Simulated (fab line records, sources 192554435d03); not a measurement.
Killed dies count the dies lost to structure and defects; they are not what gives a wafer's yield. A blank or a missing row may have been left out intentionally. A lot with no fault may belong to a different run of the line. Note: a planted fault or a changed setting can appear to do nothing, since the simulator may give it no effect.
What tool caused it?    flow n5_finfet    30 wafers from 10 lots sampled at 5 of the route's 1938 steps

WHAT THE GAUGES READ, wafer by wafer
N5_BEOL_M4_RC_MEAS_101.
lot   measured      on         DIBL_N (mV/V)   DIBL_P (mV/V)   IOFF_N (nA/um)     IOFF_P (nA/um)     ION_N (uA/um)  ION_P (uA/um)  SS_N (mV/dec)   SS_P (mV/dec)   VT_N (mV)          VT_P (mV)
L365  day 8 06:04   prober-02  34.3 35.2 35.5  35.8 36.7 36.3  0.140 0.143 0.152  0.193 0.203 0.208  663 666 671    465 461 462    71.6 71.8 71.7  72.8 72.6 73.3  250.5 251.5 249.1  -251 -251 -249
L366  day 8 17:36   prober-01  36.9 34.8 37.4  37.8 34.3 37.7  0.177 0.138 0.188  0.222 0.175 0.220  669 678 690    460 463 466    71.7 70.9 71.8  73.2 73.1 74.0  248.6 253.1 247.8  -249 -252 -250
L367  day 9 01:41   prober-02  34.9 33.5 35.1  35.5 33.6 36.0  0.155 0.128 0.159  0.228 0.191 0.224  680 667 687    471 466 471    71.6 71.3 72.0  73.5 72.9 73.1  249.3 252.2 249.7  -249 -252 -247
L368  day 9 03:20   prober-01  37.1 36.6 36.3  37.2 36.7 36.3  0.180 0.178 0.169  0.253 0.256 0.241  687 675 684    474 468 475    71.6 71.7 71.6  73.5 72.6 73.6  247.7 247.2 244.9  -247 -246 -245
L369  day 9 18:49   prober-02  38.8 35.9 37.8  39.8 36.3 38.6  0.211 0.160 0.187  0.253 0.196 0.226  694 677 679    465 457 460    72.7 71.2 70.8  74.1 73.5 74.0  248.9 250.0 249.7  -249 -253 -253
L370  day 9 20:58   prober-01  36.2 35.4 36.4  36.6 34.5 37.0  0.161 0.140 0.168  0.244 0.202 0.238  670 670 679    472 462 470    71.7 71.5 71.6  74.0 72.5 73.5  248.0 250.6 248.6  -245 -246 -246
L381  day 12 06:28  prober-02  35.3 36.1 35.7  34.2 35.6 35.5  0.112 0.127 0.127  0.167 0.185 0.185  653 664 666    454 462 463    71.0 71.2 71.4  72.3 73.1 73.3  253.4 254.9 253.7  -255 -252 -252
L382  day 12 14:25  prober-01  36.7 36.8 35.0  38.8 39.0 36.9  0.167 0.173 0.146  0.226 0.231 0.194  666 669 672    463 459 460    72.0 71.6 71.7  74.2 73.8 73.3  249.4 250.7 250.6  -253 -250 -252
L383  day 13 00:58  prober-02  36.2 35.5 36.5  36.9 36.7 37.8  0.150 0.149 0.161  0.209 0.202 0.225  667 673 674    461 465 464    72.2 71.7 72.0  73.3 73.1 73.4  252.9 250.4 252.8  -251 -252 -250
L386  day 13 13:08  prober-01  35.8 34.8 37.9  38.6 37.1 40.1  0.164 0.143 0.199  0.217 0.193 0.236  677 677 686    454 461 458    71.6 70.9 73.0  73.5 73.4 74.4  248.1 252.1 248.2  -249 -250 -249

EACH LOT AND THE TOOL THAT RAN IT (in order: tool; ch and the chambers of the sampled wafers; start)
lot   N5_GATE_CUT_VAPOR_ETCH_49         N5_GATE_CUT_ALD_22                N5_MOL_CONTACT_COAG_EXPOSE_05      N5_MOL_CONTACT_COAG_DESCUM_13
L365  rie_metal-01 ch 0,1, day 4 21:56  ald_sin-04 ch 0,2,3, day 4 22:32  euv_scanner-02 ch 0, day 5 01:14   rie_diel-01 ch 1,2,3, day 5 01:31
L366  rie_metal-01 ch 0,1, day 5 05:02  ald_sin-04 ch 0,2, day 5 05:28    euv_scanner-02 ch 0, day 5 08:10   rie_diel-06 ch 2,3, day 5 08:25
L367  rie_metal-03 ch 0,1, day 5 07:27  ald_sin-01 ch 0,1,3, day 5 07:41  euv_scanner-02 ch 0, day 5 10:24   rie_diel-06 ch 1,2,3, day 5 10:55
L368  rie_metal-03 ch 0,1, day 5 15:14  ald_sin-01 ch 0,2, day 5 16:38    euv_scanner-01 ch 0, day 5 19:27   rie_diel-06 ch 0,3, day 5 20:02
L369  rie_metal-02 ch 1, day 5 18:10    ald_sin-02 ch 1,2,3, day 5 18:28  euv_scanner-01 ch 0, day 5 21:10   rie_diel-06 ch 2,3, day 5 21:25
L370  rie_metal-03 ch 0,1, day 6 06:12  ald_sin-02 ch 0,1, day 6 06:26    euv_scanner-01 ch 0, day 6 09:08   rie_diel-02 ch 1,2, day 6 09:23
L381  rie_metal-02 ch 0,1, day 8 19:04  ald_sin-04 ch 1,3, day 8 19:17    euv_scanner-01 ch 0, day 8 22:18   rie_diel-01 ch 1,3, day 8 22:32
L382  rie_metal-03 ch 0,1, day 9 04:37  ald_sin-04 ch 0,1, day 9 04:51    euv_scanner-01 ch 0, day 9 07:34   rie_diel-06 ch 0,1,3, day 9 07:47
L383  rie_metal-01 ch 0,1, day 9 05:57  ald_sin-02 ch 1,2,3, day 9 06:11  euv_scanner-02 ch 0, day 9 09:00   rie_diel-01 ch 0,1, day 9 09:31
L386  rie_metal-02 ch 0,1, day 9 23:31  ald_sin-04 ch 1,2,3, day 9 23:45  euv_scanner-02 ch 0, day 10 02:34  rie_diel-01 ch 0,1,3, day 10 02:53
- N5_GATE_CUT_VAPOR_ETCH_49: etches TiAlC in BCl3/Cl2.
- N5_GATE_CUT_ALD_22: deposits SiNx, target thk 16 nm, pulse time 1 s, ald cycles 320.
- N5_MOL_CONTACT_COAG_EXPOSE_05: exposes mask CA, defocus 0 nm.
- N5_MOL_CONTACT_COAG_DESCUM_13: chemistry O2, time 7 s.

WHAT THE TOOLS THEMSELVES READ (means of the sampled wafers that have a number; where no wafer has one, the mark that the record gives instead)
N5_GATE_CUT_VAPOR_ETCH_49.
lot   tool          drypump_motor_current_A (A)  he_backside_leak_sccm (sccm)  oes_product_au (a.u.)
L365  rie_metal-01  6.3                          3.1                           0.76
L366  rie_metal-01  6.2                          3.0                           0.72
L367  rie_metal-03  5.7                          3.4                           0.74
L368  rie_metal-03  5.7                          3.5                           0.74
L369  rie_metal-02  6.0                          3.5                           0.75
L370  rie_metal-03  5.6                          3.6                           0.74
L381  rie_metal-02  5.7                          3.4                           0.81
L382  rie_metal-03  5.7                          3.6                           0.72
L383  rie_metal-01  6.3                          3.3                           0.74
L386  rie_metal-02  5.7                          3.6                           0.79

N5_GATE_CUT_ALD_22.
lot   tool        heater_power_w (W)  precursor_pulse_height_rel
L365  ald_sin-04  783                 0.986
L366  ald_sin-04  802                 1.007
L367  ald_sin-01  806                 1.013
L368  ald_sin-01  767                 1.020
L369  ald_sin-02  869                 0.996
L370  ald_sin-02  861                 0.990
L381  ald_sin-04  725                 1.009
L382  ald_sin-04  761                 0.997
L383  ald_sin-02  843                 1.016
L386  ald_sin-04  758                 0.983

N5_MOL_CONTACT_COAG_EXPOSE_05.
lot   tool            exposure_dose_mJ_cm2
L365  euv_scanner-02  38.17
L366  euv_scanner-02  38.12
L367  euv_scanner-02  38.14
L368  euv_scanner-01  38.14
L369  euv_scanner-01  38.13
L370  euv_scanner-01  38.15
L381  euv_scanner-01  38.80
L382  euv_scanner-01  38.73
L383  euv_scanner-02  38.14
L386  euv_scanner-02  38.09

N5_MOL_CONTACT_COAG_DESCUM_13.
lot   tool         drypump_motor_current_A (A)  oes_product_au (a.u.)  rf_vpp_V (V)  showerhead_plenum_p_Torr (Torr)  throttle_valve_pct (%)
L365  rie_diel-01  5.6                          0.81                   244.5         2.19                             20.40
L366  rie_diel-06  6.1                          0.78                   243.5         2.13                             20.66
L367  rie_diel-06  5.6                          0.74                   243.3         2.11                             20.63
L368  rie_diel-06  5.9                          0.92                   242.3         2.07                             20.34
L369  rie_diel-06  6.1                          0.78                   244.6         2.13                             20.67
L370  rie_diel-02  6.2                          0.77                   245.0         2.19                             20.36
L381  rie_diel-01  6.0                          0.79                   244.7         2.19                             20.33
L382  rie_diel-06  5.7                          0.86                   242.0         2.06                             20.35
L383  rie_diel-01  5.6                          0.77                   242.4         2.06                             20.46
L386  rie_diel-01  5.8                          0.77                   244.5         2.12                             20.41

THE ANSWER, worked out from the rows above alone
Rule: the usual values come from the lots themselves. Put in order of their means at a reading, lots are off if they are a third of the lots or fewer, leave a main group of 4 or more, and stand apart from it by a gap of 3 or more times the standard deviation of the main group's means; of several such gaps the widest counts. The tables above print the reading to a certain number of digits; a main group whose means all agree to those digits is not used. Also off: a lot with no number at a reading for which 4 or more lots have one. All remaining lots with rows at the step are treated as sound. The gauges are gone through in route order, then the tools' own readings, and for those a lot's mean is taken as printed above. At the first step where some lot is off, the reading lying furthest off is the one used; lots without a number count as furthest.
Off at N5_MOL_CONTACT_COAG_EXPOSE_05 (exposure_dose_mJ_cm2): L381, L382. Main group: mean 38.13, sd 0.022.
If a tool, at that step or one of the process steps before it, ran each lot that is off and ran no sound lot following the first of them, it fits. One fits: euv_scanner-01 at N5_MOL_CONTACT_COAG_EXPOSE_05. Its last sound lot is L370 (day 6 09:08), its first lot that is off L381 (day 8 22:18): a fault that began between those two fits.
On the lots that are off, the tool's own readings at N5_MOL_CONTACT_COAG_EXPOSE_05 differ by more than 5 times the standard deviation of the sound lots' means, which bears it out; exposure_dose_mJ_cm2 reads 38.77 there versus 38.13 on the sound lots.

WHAT WAS PUT IN BY THE SIMULATOR
Drift in process parameters on euv_scanner-01 at N5_MOL_CONTACT_COAG_EXPOSE_05, starting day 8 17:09. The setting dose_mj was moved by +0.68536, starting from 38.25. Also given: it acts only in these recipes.
Shown lots that were struck: L381, L382. This agrees with what the rule above found.
